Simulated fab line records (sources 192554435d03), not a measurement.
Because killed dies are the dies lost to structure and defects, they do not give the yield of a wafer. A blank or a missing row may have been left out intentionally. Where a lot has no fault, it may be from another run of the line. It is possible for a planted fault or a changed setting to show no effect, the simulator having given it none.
Matching of chambers :: flow n5-finfet :: N5_SDB_STRIP_21 on rie-diel-03: 4 sister chambers
The step strips in CF4. 22 wafers are shown with their chamber, then 11 later ones without.

== WAFERS PAIRED WITH THEIR CHAMBERS ==
wafer: L074.3
chamber: 0
showerhead-plenum-p-Torr (Torr): 1.71
drypump-motor-current-A (A): 5.2
throttle-valve-pct (%): 13.46

wafer: L074.4
chamber: 1
showerhead-plenum-p-Torr (Torr): 1.84
drypump-motor-current-A (A): 5.8
throttle-valve-pct (%): 13.61

wafer: L074.5
chamber: 3
showerhead-plenum-p-Torr (Torr): 1.80
drypump-motor-current-A (A): 5.8
throttle-valve-pct (%): 13.52

wafer: L075.3
chamber: 3
showerhead-plenum-p-Torr (Torr): 1.80
drypump-motor-current-A (A): 5.8
throttle-valve-pct (%): 13.51

wafer: L075.4
chamber: 2
showerhead-plenum-p-Torr (Torr): 1.70
drypump-motor-current-A (A): 5.8
throttle-valve-pct (%): 13.80

wafer: L075.6
chamber: 2
showerhead-plenum-p-Torr (Torr): 1.70
drypump-motor-current-A (A): 5.8
throttle-valve-pct (%): 13.81

wafer: L078.1
chamber: 1
showerhead-plenum-p-Torr (Torr): 1.84
drypump-motor-current-A (A): 5.9
throttle-valve-pct (%): 13.61

wafer: L078.4
chamber: 2
showerhead-plenum-p-Torr (Torr): 1.69
drypump-motor-current-A (A): 5.8
throttle-valve-pct (%): 13.82

wafer: L078.5
chamber: 2
showerhead-plenum-p-Torr (Torr): 1.69
drypump-motor-current-A (A): 5.8
throttle-valve-pct (%): 13.84

wafer: L079.1
chamber: 3
showerhead-plenum-p-Torr (Torr): 1.80
drypump-motor-current-A (A): 5.8
throttle-valve-pct (%): 13.55

wafer: L079.3
chamber: 1
showerhead-plenum-p-Torr (Torr): 1.84
drypump-motor-current-A (A): 5.8
throttle-valve-pct (%): 13.64

wafer: L079.5
chamber: 1
showerhead-plenum-p-Torr (Torr): 1.84
drypump-motor-current-A (A): 5.8
throttle-valve-pct (%): 13.64

wafer: L081.1
chamber: 3
showerhead-plenum-p-Torr (Torr): 1.80
drypump-motor-current-A (A): 5.8
throttle-valve-pct (%): 13.56

wafer: L081.3
chamber: 2
showerhead-plenum-p-Torr (Torr): 1.69
drypump-motor-current-A (A): 5.8
throttle-valve-pct (%): 13.86

wafer: L081.6
chamber: 2
showerhead-plenum-p-Torr (Torr): 1.69
drypump-motor-current-A (A): 5.8
throttle-valve-pct (%): 13.83

wafer: L082.1
chamber: 0
showerhead-plenum-p-Torr (Torr): 1.71
drypump-motor-current-A (A): 5.2
throttle-valve-pct (%): 13.47

wafer: L082.4
chamber: 2
showerhead-plenum-p-Torr (Torr): 1.69
drypump-motor-current-A (A): 5.9
throttle-valve-pct (%): 13.83

wafer: L082.5
chamber: 3
showerhead-plenum-p-Torr (Torr): 1.80
drypump-motor-current-A (A): 5.8
throttle-valve-pct (%): 13.56

wafer: L090.1
chamber: 3
showerhead-plenum-p-Torr (Torr): 1.79
drypump-motor-current-A (A): 5.8
throttle-valve-pct (%): 13.61

wafer: L090.2
chamber: 1
showerhead-plenum-p-Torr (Torr): 1.84
drypump-motor-current-A (A): 5.8
throttle-valve-pct (%): 13.12

wafer: L090.6
chamber: 0
showerhead-plenum-p-Torr (Torr): 1.70
drypump-motor-current-A (A): 5.2
throttle-valve-pct (%): 13.54

wafer: L093.2
chamber: 0
showerhead-plenum-p-Torr (Torr): 1.70
drypump-motor-current-A (A): 5.2
throttle-valve-pct (%): 13.55

SIGNATURES, as means of the wafers listed above
reading: showerhead-plenum-p-Torr
chamber 0: 1.7050
chamber 1: 1.8400
chamber 2: 1.6929
chamber 3: 1.7983
scatter within a chamber: 0.00426

reading: drypump-motor-current-A
chamber 0: 5.200
chamber 1: 5.820
chamber 2: 5.814
chamber 3: 5.800
scatter within a chamber: 0.0303

reading: throttle-valve-pct
chamber 0: 13.5050
chamber 1: 13.5240
chamber 2: 13.8271
chamber 3: 13.5517
scatter within a chamber: 0.111
Rule: a wafer lies at a distance from a chamber equal to the root of the sum of squares, over the readings, of (its reading less the chamber's mean, divided by the reading's scatter). If the next closest chamber is less than 2 further off than the closest, the wafer can't be placed; otherwise it belongs to the closest. The scatter: the root of (the sum of the squares of (reading less its chamber's mean) over the shown wafers, divided by (wafers less chambers)).

== WAFERS WHOSE CHAMBER IS MISSING ==
wafer: L093.3
showerhead-plenum-p-Torr (Torr): 1.83
drypump-motor-current-A (A): 5.8
throttle-valve-pct (%): 13.13

wafer: L093.6
showerhead-plenum-p-Torr (Torr): 1.83
drypump-motor-current-A (A): 5.9
throttle-valve-pct (%): 13.14

wafer: L094.1
showerhead-plenum-p-Torr (Torr): 1.90
drypump-motor-current-A (A): 5.8
throttle-valve-pct (%): 13.33

wafer: L094.2
showerhead-plenum-p-Torr (Torr): 1.83
drypump-motor-current-A (A): 5.9
throttle-valve-pct (%): 13.14

wafer: L094.4
showerhead-plenum-p-Torr (Torr): 1.79
drypump-motor-current-A (A): 5.8
throttle-valve-pct (%): 13.63

wafer: L095.4
showerhead-plenum-p-Torr (Torr): 1.70
drypump-motor-current-A (A): 5.2
throttle-valve-pct (%): 13.56

wafer: L095.5
showerhead-plenum-p-Torr (Torr): 1.89
drypump-motor-current-A (A): 5.8
throttle-valve-pct (%): 13.34

wafer: L095.6
showerhead-plenum-p-Torr (Torr): 1.83
drypump-motor-current-A (A): 5.8
throttle-valve-pct (%): 13.15

wafer: L097.2
showerhead-plenum-p-Torr (Torr): 1.79
drypump-motor-current-A (A): 5.8
throttle-valve-pct (%): 13.63

wafer: L097.3
showerhead-plenum-p-Torr (Torr): 1.70
drypump-motor-current-A (A): 5.2
throttle-valve-pct (%): 13.56

wafer: L097.6
showerhead-plenum-p-Torr (Torr): 1.79
drypump-motor-current-A (A): 5.8
throttle-valve-pct (%): 13.63

== WHICH CHAMBER EACH WENT THROUGH ==
wafer: L093.3
from the rows above: 1
in truth: 1

wafer: L093.6
from the rows above: 1
in truth: 1

wafer: L094.1
from the rows above: 1
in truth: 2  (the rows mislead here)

wafer: L094.2
from the rows above: 1
in truth: 1

wafer: L094.4
from the rows above: 3
in truth: 3

wafer: L095.4
from the rows above: 0
in truth: 0

wafer: L095.5
from the rows above: 1
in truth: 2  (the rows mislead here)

wafer: L095.6
from the rows above: 1
in truth: 1

wafer: L097.2
from the rows above: 3
in truth: 3

wafer: L097.3
from the rows above: 0
in truth: 0

wafer: L097.6
from the rows above: 3
in truth: 3
Placed correctly: 9 of 11. Number that these rows cannot place: 0. 2 placed wrongly.
